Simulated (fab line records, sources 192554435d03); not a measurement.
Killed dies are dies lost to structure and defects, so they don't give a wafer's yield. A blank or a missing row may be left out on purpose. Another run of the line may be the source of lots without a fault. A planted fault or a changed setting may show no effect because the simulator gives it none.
Split-lot experiment	flow n5-finfet	route with 1938 steps; 7 lots, 39 wafers read

THE SPLIT ITSELF
At N5_BEOL_M3_ETCH_41 (etches SiCN in CH3F/O2, target depth 29.9 nm, time 52.5 s), the setting target-depth-a was moved away from the recipe's 299 angstrom on 6 of the 39 wafers read, by -19.4% to +17.4%. All remaining wafers had this setting at the recipe value.

Reading taken at the split's own step.

THE READING
etch.depth-nm (the simulator's own value, which no gauge read), in nm, at N5_BEOL_M3_ETCH_41 (etches SiCN in CH3F/O2, target depth 29.9 nm, time 52.5 s). The file gives no usual value for it. Here, 33 wafers ran the recipe; their average is 19.68 nm with a standard deviation of 0.58 nm.

wafer	tool, chamber at the split	target-depth-a as run, angstrom	against the recipe	etch.depth-nm, nm	against lot-mates on the recipe
L077.1	rie-diel-02, 2	299	recipe	20.3	-
L077.2	rie-diel-02, 3	299	recipe	19.2	-
L077.3	rie-diel-02, 0	240.9	-19.4%	15.62	-3.99
L077.4	rie-diel-02, 0	240.9	-19.4%	15.74	-3.87
L077.5	rie-diel-02, 3	299	recipe	19.33	-
L077.6	rie-diel-02, 2	240.9	-19.4%	16.46	-3.15
L080.1	rie-diel-04, 1	299	recipe	19.69	-
L080.2	rie-diel-04, 0	299	recipe	19.18	-
L080.3	rie-diel-04, 2	299	recipe	19.15	-
L080.4	rie-diel-04, 3	299	recipe	20.19	-
L080.5	rie-diel-04, 0	299	recipe	19.17	-
L080.6	rie-diel-04, 1	299	recipe	19.82	-
L081.1	rie-diel-02, 3	299	recipe	19.13	-
L081.2	rie-diel-02, 2	299	recipe	20.43	-
L081.3	rie-diel-02, 1	350.9	+17.4%	23.63	+4.01
L081.4	rie-diel-02, 0	299	recipe	19.29	-
L081.5	rie-diel-02, 2	350.9	+17.4%	24.1	+4.48
L081.6	rie-diel-02, 3	350.9	+17.4%	22.58	+2.96
L084.1	rie-diel-01, 1	299	recipe	19.42	-
L084.2	rie-diel-01, 0	299	recipe	20.88	-
L084.3	rie-diel-01, 3	299	recipe	19.06	-
L084.4	rie-diel-01, 2	299	recipe	20.21	-
L084.5	rie-diel-01, 1	299	recipe	19.47	-
L084.6	rie-diel-01, 0	299	recipe	20.79	-
L087.1	rie-diel-02, 1	299	recipe	19.65	-
L087.2	rie-diel-02, 0	299	recipe	19.06	-
L087.3	rie-diel-02, 3	299	recipe	19.12	-
L091.1	rie-diel-01, 3	299	recipe	19	-
L091.2	rie-diel-01, 0	299	recipe	20.72	-
L091.3	rie-diel-01, 2	299	recipe	20.18	-
L091.4	rie-diel-01, 1	299	recipe	19.45	-
L091.5	rie-diel-01, 2	299	recipe	20.14	-
L091.6	rie-diel-01, 1	299	recipe	19.36	-
L093.1	rie-diel-01, 2	299	recipe	20.05	-
L093.2	rie-diel-01, 3	299	recipe	18.97	-
L093.3	rie-diel-01, 1	299	recipe	19.22	-
L093.4	rie-diel-01, 0	299	recipe	20.17	-
L093.5	rie-diel-01, 0	299	recipe	20.41	-
L093.6	rie-diel-01, 1	299	recipe	19.2	-

FIT RESULTS
A straight line over all 39 wafers: etch.depth-nm changes by +0.203 nm for each +1% of target-depth-a; r = +0.93; the points scatter about the line by 0.59 nm.
The same after taking each lot's own level away (the mean of its wafers on the recipe; 39 wafers): +0.203 nm for each +1%; r = +0.94; scatter 0.56 nm.
Per that fit: largest target-depth-a move, reading shift of 3.9 nm.
Across the lots, their own levels run from 19.277 to 19.972 nm, a range of 1.2 times the standard deviation given above.
Hence the lot-to-lot level has little effect on the slope; both slopes agree.
Check: for one of the wafers moved furthest among these (-19.4%), held out of the fit, the line's prediction against its lot-mates is -3.87 nm. Against them it came out at -3.99 nm.

THE OTHER SPLITS THESE WAFERS WENT THROUGH
Note: prior to the reading, these wafers also went through further splits. Each is held against what the fit with the lots' levels taken away leaves over:
other split on the same wafers	wafers away from the commonest value	r with etch.depth-nm (lot level and that fit taken away)
N5_DUMMY_GATE_CVD_03 target-thk-a	30	-0.05
N5_SDB_HM_DEP_00 target-thk-a	15	+0.01
N5_MOL_CONTACT_COAG_ALD_131 ald-cycles	12	+0.09
N5_BEOL_M1_ILD_DEP_00 target-thk-a	9	-0.14

THE FILE'S OWN FIT
etch.depth-nm changes by +0.203 nm for each +1% of target-depth-a, r = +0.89.
